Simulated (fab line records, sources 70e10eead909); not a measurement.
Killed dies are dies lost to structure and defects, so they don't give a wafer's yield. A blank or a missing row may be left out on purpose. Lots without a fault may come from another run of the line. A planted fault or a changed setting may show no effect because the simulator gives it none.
A struck lot beside a sound one | flow nand_harc | 15 steps out of a route of 1302
Sound: wafers L931.1, L931.4, L931.6. Struck: wafers L923.2, L923.4, L923.6. The cause comes at the end.
At each step with rows: each side's tool, then ch and its chambers, then its first start. Under that, the readings that differ: sound wafers | struck wafers | difference of the means | sigmas: that difference in standard deviations of wafers without a fault.
alike: readings whose means differ by less than 2 such deviations, and words and numbers that are the same on both sides. not compared: withheld readings, readings that some wafer has no value for, bounds like >300 that may hide the same value, and numbers for which the record gives no deviation and whose values overlap.
The two part at a step that has a row with sigmas, a row that says differs or no value, or rows on one side only. Numbers that don't overlap but have no deviation are shown without sigmas and don't part them. A reading that every wafer of one side lacks parts them only if that side has two wafers or more.

first, 3 steps without rows for these wafers: NHARC_P_BONDPAD_EXPOSE_06 (exposes mask P BPAD); NHARC_P_BONDPAD_PEB_07 (peb time 80 s); NHARC_P_BONDPAD_DEVELOP_08 (time 50 s).
NHARC_P_BONDPAD_CD_MEAS_09: target cd 500 nm.
  sound on cd_sem-01 ch 0, day 14 21:17; struck on cd_sem-03 ch 0, day 11 21:05
  alike: cd_nm
NHARC_P_BONDPAD_OVL_MEAS_38:
  sound on overlay-01, day 14 21:22; struck on overlay-01, day 11 21:10
  alike: overlay_x_nm, overlay_y_nm
then, 1 step without rows for these wafers: NHARC_P_BONDPAD_HARDBAKE_10 (time 65 s).
NHARC_P_BONDPAD_DESCUM_11: chemistry O2, time 3 s.
  sound on rie_diel-10 ch 0,1,3, day 14 21:31; struck on rie_diel-10 ch 2,3, day 11 21:17
  alike: drypump_motor_current_A, mfc_ar_sccm, oes_product_au, rf_vpp_V, showerhead_plenum_p_Torr, throttle_valve_pct
  not compared: rf_hours_counter_h
then, 1 step without rows for these wafers: NHARC_P_BONDPAD_ETCH_37 (etches the open film in N2/H2, target depth 60 nm, overetch 18 nm, time 65.91 s).
NHARC_P_BONDPAD_ETCH_12: etches the open film in CHF3/O2, target depth 200 nm, time 100 s.
  sound on rie_diel-10 ch 1,2,3; struck on rie_diel-10 ch 0,1,3
  alike: drypump_motor_current_A, mfc_ar_sccm, oes_product_au, rf_vpp_V, showerhead_plenum_p_Torr, throttle_valve_pct
  not compared: rf_hours_counter_h
NHARC_P_BONDPAD_CD_MEAS_13:
  sound on cd_sem-01, day 14 21:49; struck on cd_sem-02, day 11 21:37
  alike: cd_nm
NHARC_P_BONDPAD_STRIP_15: strips in O2.
  sound on rie_diel-12 ch 1, day 14 21:55; struck on rie_diel-03 ch 0,3, day 11 21:41
  reading                         | sound          | struck         | difference | sigmas
  showerhead_plenum_p_Torr (Torr) | 3.36 3.36 3.36 | 3.57 3.70 3.70 | +0.30      | +2
  alike: chamber_pressure_mTorr, drypump_motor_current_A, mfc_ar_sccm, oes_product_au, rf_vpp_V, throttle_valve_pct
  not compared: rf_hours_counter_h
NHARC_P_BONDPAD_ETCH_24: etches the open film in CF4/N2, target depth 30 nm, time 72.99 s.
  sound on rie_diel-12 ch 1, day 14 22:09; struck on rie_diel-03 ch 0,1,2
  reading      | sound             | struck            | difference | sigmas
  rf_vpp_V (V) | 311.9 312.4 309.7 | 313.3 312.4 318.6 | +3.4       | +2
  alike: cf4_flow_sccm, drypump_motor_current_A, mfc_ar_sccm, oes_product_au, showerhead_plenum_p_Torr, throttle_valve_pct
  not compared: rf_hours_counter_h
NHARC_P_BONDPAD_STRIP_16: strips in post etch residue remover, time 600 s.
  sound on wet_bench-08 ch 2,6,7, day 14 22:19; struck on wet_bench-08 ch 0,1,6, day 11 21:58
  no value came back on the struck wafers for bath_heat_duty_pct (%), run_length_s (s), temp_c (C); on the sound wafers bath_heat_duty_pct (%) reads 11.0 13.9 12.6
NHARC_P_BONDPAD_DEGAS_25: time 60 s.
  sound on pvd_sputter-01, day 14 22:34; struck on pvd_sputter-02, day 11 22:14
  alike: heater_power_w
-- the record jumps here: 18 days lie between the struck wafers' starts before and after (it left off in module P_BONDPAD and takes up again in module END, whose first step shown is number 1302 of the route) --
NHARC_END_SORT_01:
  sound on prober-01 ch 0, day 32 17:28; struck on prober-02 ch 0, day 29 18:21
  reading         | sound | struck | difference | sigmas
  killed_at_other | 2 4 3 | 1 1 0  | -2         | -2
  alike: defect_limited_yield, killed_at_array, killed_at_periphery, killed_dies, killed_open, killed_short

WHERE THEY PART
First at NHARC_P_BONDPAD_STRIP_15; last, within this record, at NHARC_END_SORT_01.

WHY: what the simulator had put in
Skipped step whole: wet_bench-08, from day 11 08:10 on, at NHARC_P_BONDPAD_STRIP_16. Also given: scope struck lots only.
